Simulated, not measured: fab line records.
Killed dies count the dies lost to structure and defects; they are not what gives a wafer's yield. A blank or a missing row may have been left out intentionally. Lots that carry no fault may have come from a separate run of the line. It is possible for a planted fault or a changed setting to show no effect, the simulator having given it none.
fab line records -- flow nandHarc
[record] lots = 5, wafers = 15, lastDay = 29
route steps=1302 shown A_CHANNEL_HOLE_D1@485 A_CHANNEL_FILL_D1@490 END@1302
lots that met no fault: taken from a fault-free run of the same line
startH: hours from the record's opening day to when the first of the lot's shown wafers began -- waitH: hours since the lot's step before -- " as in the row above -- L1.1+2: several wafers, shown together as one row -- - no value, or no start given -- * or withheld: withheld -- < > ~ a bound
route shown NAME@n: names a module that has steps shown in the file, with the first one's number in the route -- usual: average and standard deviation across the fault-free wafers -- same: alike in all rows -- chamber/n: place in a boat -- sites: each site's reading -- _std_site: standard deviation of those values -- _edge_site: mean of outer sites minus mean of inner sites -- radiusMm: how far each site lies from the wafer's centre -- mask NAME#n: copy n -- behind: tool/chamber where the wafer was last shaped -- hold: reason for holding the lot/hours on hold/outcome of the hold -- device: transistor that didn't switch, given as n, p or np -- end of line: the tests these same wafers got at the end of their route -- step lacking rows: just its recipe -- killed: count of dies lost to structure and defects at first sort (not the wafer's yield) -- map: dies across one wafer; x = killed, . = not, _ = none there
set.NAME: the setting that was run; set.NAME@STEP: the one run at that earlier step -- model.NAME: the simulator's own value behind a step, which no gauge read
lots seen at some steps along the route; tables by step, rows by wafer
services: from which hour (startH, from the record's first day; less than 0 if before it) a tool's chamber was out of use, for how many hours, and why
[[steps]]
[step NHARC_A_CHANNEL_HOLE_D1_PRECLEAN_28]
[recipe] timeS = *, tempC = 50, bathAgeMin = 0, chemistry = SC1
[step NHARC_A_CHANNEL_HOLE_D1_SRD_29]
[step NHARC_A_CHANNEL_HOLE_D1_CD_MEAS_30]
[usual] cdNm = 90.4/0.95
lot.wafer,tool,chamber,startH,waitH,cdNm
L237.1,cdSem-02,-,206.83,-,91.2
L237.2,cdSem-02,-,206.83,-,90.5
L237.4,cdSem-02,-,206.83,-,92.5
L239.1,cdSem-02,-,226.26,-,89.0
L239.2,cdSem-02,-,226.26,-,90.0
L239.5,cdSem-02,-,226.26,-,90.8
L241.2,cdSem-03,-,248.23,-,89.4
L241.3,cdSem-03,-,248.23,-,90.8
L241.4,cdSem-03,-,248.23,-,90.4
L246.2,cdSem-02,-,294.66,-,89.8
L246.5,cdSem-02,-,294.66,-,91.0
L246.6,cdSem-02,-,294.66,-,90.5
L247.2,cdSem-03,-,304.48,-,90.8
L247.5,cdSem-03,-,304.48,-,89.4
L247.6,cdSem-03,-,304.48,-,91.2
[step NHARC_A_CHANNEL_HOLE_D1_XSEM_31]
[recipe] landingEnergyEv = 35000
[usual] botCdNm = 75.0/1.2, bowNm = 8.66/0.29, tiltDeg = 0.07/0.042
lot.wafer,tool,chamber,startH,waitH,botCdNm,bowNm,tiltDeg
L237.1,xsem-02,0,206.92,0.1,76.6,8.55,0.05
L237.2,xsem-02,0,206.92,0.1,76.1,8.48,0.05
L237.4,xsem-02,0,206.92,0.1,78.3,8.51,0.05
L239.1,xsem-01,0,226.34,0.1,72.9,8.75,0.13
L239.2,xsem-01,0,226.34,0.1,75.2,8.73,0.13
L239.5,xsem-01,0,226.34,0.1,75.3,8.71,0.13
L241.2,xsem-02,0,248.32,0.1,74.7,8.90,0.03
L241.3,xsem-02,0,248.32,0.1,75.7,8.87,0.03
L241.4,xsem-02,0,248.32,0.1,75.6,8.95,0.03
L246.2,xsem-01,0,294.74,0.1,74.1,8.62,0.05
L246.5,xsem-01,0,294.74,0.1,75.6,8.68,0.06
L246.6,xsem-01,0,294.74,0.1,74.3,8.67,0.06
L247.2,xsem-02,0,304.57,0.1,75.5,8.50,0.06
L247.5,xsem-02,0,304.57,0.1,73.9,8.61,0.07
L247.6,xsem-02,0,304.57,0.1,75.4,8.60,0.07
[step NHARC_A_CHANNEL_HOLE_D1_INSPECT_40]
[usual] rawDefectCount = 71/26
lot.wafer,tool,chamber,startH,waitH,rawDefectCount
L237.1,defectInspect-02,-,207.02,-,120
L237.2,defectInspect-02,-,207.02,-,110
L237.4,defectInspect-02,-,207.02,-,99
L239.1,defectInspect-01,-,226.44,-,89
L239.2,defectInspect-01,-,226.44,-,99
L239.5,defectInspect-01,-,226.44,-,82
L241.2,defectInspect-01,-,248.42,-,95
L241.3,defectInspect-01,-,248.42,-,93
L241.4,defectInspect-01,-,248.42,-,59
L246.2,defectInspect-01,-,294.84,-,112
L246.5,defectInspect-01,-,294.84,-,103
L246.6,defectInspect-01,-,294.84,-,113
L247.2,defectInspect-01,-,304.67,-,84
L247.5,defectInspect-01,-,304.67,-,64
L247.6,defectInspect-01,-,304.67,-,47
[step NHARC_A_CHANNEL_FILL_D1_PRECLEAN_00]
[recipe] timeS = *, tempC = 50, bathAgeMin = 0, chemistry = SC1
[step NHARC_A_CHANNEL_FILL_D1_SRD_01]
[step NHARC_A_CHANNEL_FILL_D1_ALD_02]
[recipe] targetThkA = 60, pulseTimeS = 10, aldCycles = 60, tempC = 300, material = SiO2
[usual] heaterPowerW = 466/43, precursorPulseHeightRel = 1.001/0.021
[same] aldCycles = 60
lot.wafer,tool,chamber,startH,waitH,heaterPowerW,precursorPulseHeightRel
L237.1,aldHk-04,3,207.22,-,469,1.005
L237.2,aldHk-04,0,207.22,-,494,0.993
L237.4,aldHk-04,1,207.22,-,548,0.985
L239.2,aldHk-02,1,226.63,-,419,0.986
L239.1,aldHk-02,3,226.63,-,525,0.998
L239.5,aldHk-02,2,226.63,-,461,1.012
L241.4,aldHk-04,2,248.61,-,449,1.024
L241.3,aldHk-04,3,248.61,-,483,0.991
L241.2,aldHk-04,0,248.61,-,503,1.044
L246.2,aldHk-03,0,295.25,-,471,1.006
L246.6,aldHk-03,1,295.25,-,426,1.011
L246.5,aldHk-03,2,295.25,-,353,0.985
L247.2,aldHk-03,3,304.86,-,507,0.980
L247.5,aldHk-03,3,304.86,-,497,1.019
L247.6,aldHk-03,0,304.86,-,466,1.026
[step NHARC_A_CHANNEL_FILL_D1_ALD_03]
[recipe] targetThkA = 60, pulseTimeS = 60, aldCycles = 58, tempC = 630, pressureTorr = 2, material = SiNx
[usual] precursorPulseHeightRel = 1.001/0.019
[same] aldCycles = 58
lot.wafer,tool,chamber,startH,waitH,precursorPulseHeightRel
L237.1,aldSinBatch-02,0,-,-,0.994
L237.2,aldSinBatch-02,0,-,-,0.968
L237.4,aldSinBatch-02,0,-,-,0.999
L239.1,aldSinBatch-03,0,-,-,1.007
L239.2,aldSinBatch-03,0,-,-,1.028
L239.5,aldSinBatch-03,0,-,-,0.995
L241.2,aldSinBatch-01,0,-,-,0.977
L241.3,aldSinBatch-01,0,-,-,0.992
L241.4,aldSinBatch-01,0,-,-,1.010
L246.2,aldSinBatch-02,0,-,-,0.948
L246.5,aldSinBatch-02,0,-,-,1.014
L246.6,aldSinBatch-02,0,-,-,0.996
L247.2,aldSinBatch-02,0,-,-,0.992
L247.5,aldSinBatch-02,0,-,-,0.975
L247.6,aldSinBatch-02,0,-,-,0.990
[step NHARC_A_CHANNEL_FILL_D1_ALD_14]
[recipe] targetThkA = 25, pulseTimeS = 10, aldCycles = 25, tempC = 300, material = SiO2
[usual] heaterPowerW = 457/45, precursorPulseHeightRel = 0.999/0.019
[same] aldCycles = 25
lot.wafer,tool,chamber,startH,waitH,heaterPowerW,precursorPulseHeightRel
L237.2,aldHk-02,3,214.23,0.0,532,1.019
L237.1,aldHk-02,0,214.23,0.0,415,0.981
L237.4,aldHk-02,1,214.23,0.0,425,0.984
L239.1,aldHk-04,2,233.64,0.1,454,0.982
L239.2,aldHk-04,0,233.64,0.1,484,0.993
L239.5,aldHk-04,2,233.64,0.1,446,0.998
L241.3,aldHk-03,1,255.60,0.0,427,1.026
L241.4,aldHk-03,2,255.60,0.0,364,0.976
L241.2,aldHk-03,0,255.60,0.0,454,0.996
L246.2,aldHk-03,2,302.04,0.0,359,1.005
L246.5,aldHk-03,2,302.04,0.0,367,1.007
L246.6,aldHk-03,3,302.04,0.0,487,1.024
L247.2,aldHk-02,3,311.86,0.1,535,1.022
L247.6,aldHk-02,2,311.86,0.1,464,1.016
L247.5,aldHk-02,3,311.86,0.1,531,0.987
[step NHARC_A_CHANNEL_FILL_D1_ALD_15]
[recipe] targetThkA = 20, pulseTimeS = 60, aldCycles = 19, tempC = 630, pressureTorr = 2, material = SiNx
[usual] precursorPulseHeightRel = 1.000/0.021
[same] aldCycles = 19
lot.wafer,tool,chamber,startH,waitH,precursorPulseHeightRel
L237.1,aldSinBatch-03,0,-,-,1.029
L237.2,aldSinBatch-03,0,-,-,0.947
L237.4,aldSinBatch-03,0,-,-,0.973
L239.1,aldSinBatch-03,0,-,-,0.953
L239.2,aldSinBatch-03,0,-,-,0.995
L239.5,aldSinBatch-03,0,-,-,1.013
L241.2,aldSinBatch-03,0,-,-,1.006
L241.3,aldSinBatch-03,0,-,-,1.012
L241.4,aldSinBatch-03,0,-,-,0.985
L246.2,aldSinBatch-01,0,-,-,1.023
L246.5,aldSinBatch-01,0,-,-,0.973
L246.6,aldSinBatch-01,0,-,-,1.016
L247.2,aldSinBatch-01,0,-,-,1.002
L247.5,aldSinBatch-01,0,-,-,0.999
L247.6,aldSinBatch-01,0,-,-,0.995
[step NHARC_A_CHANNEL_FILL_D1_ALD_16]
[recipe] targetThkA = 15, pulseTimeS = 10, aldCycles = 15, tempC = 300, material = SiO2
[step NHARC_A_CHANNEL_FILL_D1_ANNEAL_17]
[recipe] tempC = 850, timeS = 1800
[usual] spikeTcBottomC = 869.2/1.5, spikeTcCentreC = 849.9/1.2, spikeTcLowerC = 849.5/1.2, spikeTcTopC = 861.4/1.4, spikeTcUpperC = 849.9/1.8, tubeCenterTempC = 850/0.074, tube_center_temp_C_max = 852.2/0.32, zonePowerTopPct = 29.6/0.4
lot.wafer,tool,chamber,startH,waitH,spikeTcBottomC,spikeTcCentreC,spikeTcLowerC,spikeTcTopC,spikeTcUpperC,tubeCenterTempC,tube_center_temp_C_max,zonePowerTopPct
L237.1,furnace-02,0,225.09,-,870.7,850.6,851.1,861.5,847.8,850.15,852.3,29.9
L237.2,furnace-02,0,225.09,-,870.4,848.0,849.0,862.2,847.0,850.06,851.9,29.7
L237.4,furnace-02,0,225.09,-,869.6,848.6,851.7,861.7,847.7,849.97,852.1,29.4
L239.1,furnace-01,0,242.14,-,869.3,850.1,849.7,860.4,849.7,849.94,852.4,28.9
L239.2,furnace-01,0,242.14,-,869.5,847.7,850.6,859.9,849.0,850.01,851.9,29.0
L239.5,furnace-01,0,242.14,-,869.2,851.5,849.5,861.6,848.8,849.99,851.8,29.4
L241.2,furnace-02,0,264.23,-,869.8,849.9,849.2,860.9,849.3,850.07,852.3,30.2
L241.3,furnace-02,0,264.23,-,870.9,849.9,849.9,861.5,848.6,849.95,852.7,30.1
L241.4,furnace-02,0,264.23,-,870.6,850.4,849.3,862.9,848.5,850.07,852.0,30.2
L246.2,furnace-05,0,310.47,-,867.4,850.0,847.7,861.4,851.8,850.09,851.8,29.3
L246.5,furnace-05,0,310.47,-,867.6,848.2,848.8,862.3,852.1,849.99,851.5,29.6
L246.6,furnace-05,0,310.47,-,868.8,848.9,848.1,861.8,851.5,850.13,852.1,29.2
L247.2,furnace-01,0,321.88,-,815.3,794.7,794.3,804.8,795.4,795.15,797.4,26.3
L247.5,furnace-01,0,321.88,-,814.0,796.9,796.1,806.7,794.7,795.05,797.3,26.2
L247.6,furnace-01,0,321.88,-,814.7,796.7,793.3,805.9,795.0,795.08,797.4,26.9
[step NHARC_A_CHANNEL_FILL_D1_CVD_18]
[recipe] targetThkA = 30, tempC = 550, material = poly-Si
[step NHARC_END_SORT_01]
[recipe] tempC = 25
[usual] killedAtArray = 54/20, killedAtOther = 0.9/1.1, killedAtPeriphery = 3.8/2.4, killedDies = 58/20, killedOpen = 3.5/1.9, killedShort = 2.5/1.6
[same] grossDies = 677
lot.wafer,tool,chamber,startH,waitH,killedAtArray,killedAtOther,killedAtPeriphery,killedDies,killedOpen,killedShort
L241.2,prober-02,0,617.99,2.8,61,0,3,64,8,3
L241.3,prober-02,0,618.80,3.1,73,0,1,74,3,5
L241.4,prober-02,0,619.62,3.4,54,0,7,61,6,3
L246.2,prober-02,0,664.77,2.8,63,0,2,65,2,5
L246.5,prober-02,0,667.17,3.7,54,0,4,58,5,1
L246.6,prober-02,0,667.97,4.0,54,0,0,54,4,2
L247.2,prober-02,0,682.77,2.8,35,0,3,38,3,2
L247.5,prober-02,0,685.21,3.7,54,2,4,60,4,2
L247.6,prober-02,0,686.02,4.1,37,1,9,47,3,4
// killed by level:class
L241.2 A_CHANNEL_HOLE_D2:chamberFilmFlake=30 A_SLIT:chamberFilmFlake=9 A_WL_FILL:geometricParticle:open=3 A_CHANNEL_HOLE_D1:chamberFilmFlake=3 A_STAIRCASE:chamberFilmFlake=3 A_CHANNEL_FILL_D2:geometricParticle:open=2 P_M0:chamberFilmFlake=2 A_ZERO_WELL:chamberFilmFlake=2
L241.3 A_CHANNEL_HOLE_D2:chamberFilmFlake=35 A_SLIT:chamberFilmFlake=20 A_DECK1_JOINT:chamberFilmFlake=3 A_CONTACT:chamberFilmFlake=3 A_CHANNEL_FILL_D1:geometricParticle:short=2 A_BONDPAD:chamberFilmFlake=2 P_CONTACT:geometricParticle:short=1 A_ONON_D1:geometricParticle:short=1
L241.4 A_CHANNEL_HOLE_D2:chamberFilmFlake=26 A_SLIT:chamberFilmFlake=9 A_CHANNEL_HOLE_D1:chamberFilmFlake=7 A_CONTACT:chamberFilmFlake=4 P_M0:chamberFilmFlake=3 P_CONTACT:geometricParticle:open=2 A_DECK1_JOINT:chamberFilmFlake=2 P_GATE:geometricParticle:short=1
L246.2 A_CHANNEL_HOLE_D1:chamberFilmFlake=23 A_CHANNEL_HOLE_D2:chamberFilmFlake=20 A_WL_FILL:geometricParticle:short=3 A_DECK1_JOINT:chamberFilmFlake=3 A_CONTACT:chamberFilmFlake=3 A_BLC:chamberFilmFlake=3 P_GATE:chamberFilmFlake=2 A_CHANNEL_FILL_D1:chamberFilmFlake=2
L246.5 A_CHANNEL_HOLE_D1:chamberFilmFlake=22 A_CHANNEL_HOLE_D2:chamberFilmFlake=20 A_DECK1_JOINT:chamberFilmFlake=2 A_STAIRCASE:chamberFilmFlake=2 A_CONTACT:chamberFilmFlake=2 A_BLC:chamberFilmFlake=2 P_GATE:geometricParticle:open=1 P_GATE:geometricParticle:short=1
L246.6 A_CHANNEL_HOLE_D1:chamberFilmFlake=29 A_CHANNEL_HOLE_D2:chamberFilmFlake=7 A_CONTACT:chamberFilmFlake=4 A_CHANNEL_FILL_D2:geometricParticle:open=2 A_CHANNEL_FILL_D1:chamberFilmFlake=2 A_STAIRCASE:chamberFilmFlake=2 A_DECK1_JOINT:geometricParticle:open=1 A_SGD_CUT:geometricParticle:short=1
L247.2 A_SLIT:chamberFilmFlake=10 A_STAIRCASE:chamberFilmFlake=6 A_WL_FILL:chamberFilmFlake=5 A_CONTACT:chamberFilmFlake=5 A_CHANNEL_HOLE_D2:geometricParticle:short=2 P_M0:chamberFilmFlake=2 A_CHANNEL_HOLE_D1:chamberFilmFlake=2 A_ONON_D1:geometricParticle:open=1
L247.5 A_SLIT:chamberFilmFlake=32 P_M0:chamberFilmFlake=3 A_ZERO_WELL:chamberFilmFlake=3 A_STAIRCASE:chamberFilmFlake=3 A_SGD_CUT:chamberFilmFlake=3 A_WL_FILL:chamberFilmFlake=3 A_CONTACT:chamberFilmFlake=3 A_CHANNEL_HOLE_D1:chamberFilmFlake=2
L247.6 A_SLIT:chamberFilmFlake=13 P_M0:chamberFilmFlake=5 A_SGD_CUT:chamberFilmFlake=5 A_WL_FILL:chamberFilmFlake=4 P_ZERO_WELL:chamberFilmFlake=3 A_STAIRCASE:chamberFilmFlake=3 A_CONTACT:chamberFilmFlake=3 A_CHANNEL_FILL_D2:geometricParticle:short=2
[[services]]
tool,chamber,startH,hours,kind
aldHk-02,0,189.19,-,clean
aldHk-02,1,189.19,-,clean
aldHk-02,2,189.19,-,clean
aldHk-02,3,189.19,-,clean
furnace-01,-,209.56,26.0,pm
aldHk-03,-,218.03,10.0,pm
aldHk-03,0,218.03,10.0,ventCycle
aldHk-03,1,218.03,10.0,ventCycle
aldHk-03,2,218.03,10.0,ventCycle
aldHk-03,3,218.03,10.0,ventCycle
aldHk-03,0,228.03,-,clean
aldHk-03,1,228.03,-,clean
aldHk-03,2,228.03,-,clean
aldHk-03,3,228.03,-,clean
aldHk-04,-,254.00,10.0,pm
aldHk-04,0,254.00,10.0,ventCycle
aldHk-04,1,254.00,10.0,ventCycle
aldHk-04,2,254.00,10.0,ventCycle
aldHk-04,3,254.00,10.0,ventCycle
aldHk-04,0,264.00,-,clean
aldHk-04,1,264.00,-,clean
aldHk-04,2,264.00,-,clean
aldSinBatch-02,-,267.53,26.0,pm
xsem-02,-,277.16,3.7,repair
[[key]]
[firstSign] step = NHARC_A_CHANNEL_FILL_D1_ANNEAL_17, reading = tubeCenterTempC, direction = down, sigmas = 99+, usual = *, struck = *
[effect] step = NHARC_A_CHANNEL_FILL_D1_ANNEAL_17, reading = tube_center_temp_C_max, direction = down, sigmas = 99+, usual = *, struck = *
metAt NHARC_A_CHANNEL_FILL_D1_ANNEAL_17
struckWafers L247.2,L247.5,L247.6
testerLeftOut L247
onsetBetween 242.14 321.88
[fault] kind = processParameterDrift, tool = furnace-01, chamber = -, onsetH = 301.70, steps = NHARC_A_CHANNEL_FILL_D1_ANNEAL_17, channel = tempC, offset = *, shape = step, endH = 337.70, actsIn = *, stated = *
// testerLeftOut: of these lots the tester's yield and bins aren't shown, on N5 and GAA mostly nor the transistor test; their killed dies are dies lost to structure and defects alone, not to doping, threshold or leakage, so they don't give the yield
